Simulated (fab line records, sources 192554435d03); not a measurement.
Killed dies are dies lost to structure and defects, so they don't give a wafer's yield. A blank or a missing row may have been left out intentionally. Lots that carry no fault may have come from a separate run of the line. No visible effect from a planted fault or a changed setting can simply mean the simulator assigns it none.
Chamber matching :: flow n5 finfet :: N5_FIN_SAQP_PECVD_48 on pecvd-03: 3 sister chambers
The step deposits SiNx from SiH4/NH3/N2, target thk 25 nm, time 22.1 s. 3 wafers are shown with their chamber, then 7 later ones without.

WAFERS, EACH WITH ITS CHAMBER
wafer: L090.6
chamber: 0
throttle valve pct (%): 40.0

wafer: L091.4
chamber: 1
throttle valve pct (%): 44.8

wafer: L091.5
chamber: 2
throttle valve pct (%): 36.9

WAFERS WITHOUT THEIR CHAMBER
wafer: L091.6
throttle valve pct (%): 39.5

wafer: L095.3
throttle valve pct (%): 45.1

wafer: L095.4
throttle valve pct (%): 44.6

wafer: L095.5
throttle valve pct (%): 39.8

wafer: L097.1
throttle valve pct (%): 37.2

wafer: L097.2
throttle valve pct (%): 44.9

wafer: L097.6
throttle valve pct (%): 36.9

CHAMBER TAKEN BY EACH
wafer: L091.6
from the rows above: 0
in truth: 0

wafer: L095.3
from the rows above: 1
in truth: 1

wafer: L095.4
from the rows above: 1
in truth: 1

wafer: L095.5
from the rows above: 0
in truth: 0

wafer: L097.1
from the rows above: 2
in truth: 2

wafer: L097.2
from the rows above: 1
in truth: 1

wafer: L097.6
from the rows above: 2
in truth: 2
Placed correctly: 7 of 7. From these rows, 0 cannot be placed. Wrongly placed: 0.
How it was worked out, from the rows above alone: a wafer's distance from a chamber is the root of the sum, over the readings, of the square of ((its reading less the chamber's mean) divided by the reading's scatter). If the next closest chamber is less than 2 further off than the closest, the wafer can't be placed; otherwise it belongs to the closest. The mean given for a chamber averages the wafers shown for that chamber. The scatter: root of mean squared gap, hidden wafer to nearest shown wafer, with one shown wafer a chamber.
